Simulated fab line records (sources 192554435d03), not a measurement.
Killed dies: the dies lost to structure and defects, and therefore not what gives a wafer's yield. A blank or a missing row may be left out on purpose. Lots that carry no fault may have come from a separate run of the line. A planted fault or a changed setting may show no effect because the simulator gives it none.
A struck lot beside a sound one | flow n5Finfet | 15 steps out of a route of 1938
Sound: wafers L589.1, L589.4, L589.6. Struck: wafer L587.4; the same lot's L587.6 was not struck, so it is left out; see the end for the cause.
Each step with rows lists, per side, the tool, then ch with its chambers, then its first start. Under that, the readings that differ: sound wafers | struck wafers | difference of the means | sigmas: that difference in standard deviations of wafers without a fault.
alike: a reading whose means differ by less than 2 such deviations, as well as words and numbers matching on both sides. not compared: withheld readings; readings where some wafer has no value; bounds like >300 that might hide an equal value; numbers whose values overlap and for which the record gives no deviation.
Wherever a step has rows on one side only, a row that says differs or no value, or a row with sigmas, the two part there. Non-overlapping numbers with no deviation appear without sigmas and do not part them. A reading that every wafer of one side lacks parts them only if that side has two wafers or more.

N5_SD_ACTIVATION_LSA_01: time 0.0008 s.
  sound on laserAnneal-01 ch 0, day 7 18:22; struck on laserAnneal-01 ch 0, day 7 05:25
  alike: wafer_temp_C_max
N5_SD_ACTIVATION_RS_MEAS_03: uses a four-point probe to measure.
  sound on filmMetro-01 at day 7 18:35; struck on filmMetro-02 at day 7 05:35
  alike: RS_SD_N, RS_SD_P
N5_SD_ACTIVATION_INSPECT_02: inspects for defects (darkfield).
  sound on defectInspect-02 at day 7 18:55; struck on defectInspect-02 at day 7 05:51
reading        | sound       | struck | difference | sigmas
rawDefectCount | 213 138 138 | 303    | +140       | +4
N5_ILD0_LINER_00: material SiNx, target thk 4 nm, pulse time 1 s, purge time 2 s.
  sound on aldSin-02 ch 1,2,3, day 7 19:01; struck on aldSin-01 ch 1, day 7 05:53
  alike: heaterPowerW, precursorPulseHeightRel
  not compared: sinceWetCleanH
then, 2 steps without rows for these wafers: N5_ILD0_FCVD_FILL_01 (material SiO2 flowable, target thk 200 nm, time 328.3 s); N5_ILD0_CURE_02 (time 1800 s).
N5_ILD0_CMP_03: polishes, stops on SiNx, t overpolish 1.9 s, target thk 197.38 nm.
  sound on cmp-03 ch 0,2,3, day 7 21:23; struck on cmp-01 ch 0, day 7 08:15
  alike: motorCurrentA, overpolishRunS, slurryFlowMlMin, timeToEndpointS
N5_ILD0_THK_MEAS_04:
  sound on filmMetro-01 at day 7 21:41; struck on filmMetro-02 at day 7 08:33
  alike: thkNm
N5_ILD0_CMP_07: polishes SiO2 flowable, stops on poly-Si, t overpolish 1.18 s, target thk 138.88 nm.
  sound on cmp-01 ch 2,3, day 7 21:43; struck on cmp-04 ch 2, day 7 08:41
  alike: motorCurrentA, slurryFlowMlMin
N5_ILD0_THK_MEAS_08:
  sound on filmMetro-02 at day 7 22:01; struck on filmMetro-02 at day 7 08:52
  alike: thkNm
then, 1 step without rows for these wafers: N5_ILD0_PRECLEAN_10 (cleans in NF3:NH3, afs cycles 5, time 20 s, sublimation time 60 s).
N5_ILD0_ALD_15: deposits SiNx, target thk 24 nm, pulse time 1 s, ald cycles 480.
  sound on aldSin-03 ch 0,2, day 7 22:55; struck on aldSin-01 ch 0, day 7 09:35
reading                              | sound       | struck | difference | sigmas
aldCycles                            | 480 480 480 | 369    | -111       | 
model.SiNx_of_ILD0_ALD_15.thkNm (nm) | 24 24.2 24  | 18.4   | -5.7       | 
  alike: heaterPowerW, precursorPulseHeightRel
  not compared: sinceWetCleanH
N5_ILD0_CMP_12: polishes SiNx, stops on poly-Si, t overpolish 6 s, target thk 17.67 nm.
  sound on cmp-01 ch 0,1, day 8 01:07; struck on cmp-01 ch 1, day 7 11:50
reading             | sound          | struck | difference | sigmas
timeToEndpointS (s) | 25.9 23.5 28.4 | 20.0   | -5.9       | -3
  alike: motorCurrentA, slurryFlowMlMin
N5_ILD0_THK_MEAS_13:
  sound on filmMetro-01 at day 8 01:25; struck on filmMetro-01 at day 7 12:05
  alike: thkNm
-- the record jumps here: 4 days lie between the struck wafers' starts before and after (it left off in module ILD0 and takes up again in module BEOL_M4, whose first step shown is number 1111 of the route) --
N5_BEOL_M4_RC_MEAS_101:
  sound on prober-02 ch 0, day 12 12:32; struck on prober-01 ch 0, day 11 11:01
  alike: DIBL_N, DIBL_P, IOFF_N, IOFF_P, ION_N, ION_P, SS_N, SS_P, VT_N, VT_P

WHERE THEY PART
Last at N5_ILD0_CMP_12 as far as this record goes, first at N5_SD_ACTIVATION_INSPECT_02. Later steps at which nothing parts them and some readings are alike: N5_ILD0_THK_MEAS_13, N5_BEOL_M4_RC_MEAS_101.

WHY: whatever the simulator had introduced
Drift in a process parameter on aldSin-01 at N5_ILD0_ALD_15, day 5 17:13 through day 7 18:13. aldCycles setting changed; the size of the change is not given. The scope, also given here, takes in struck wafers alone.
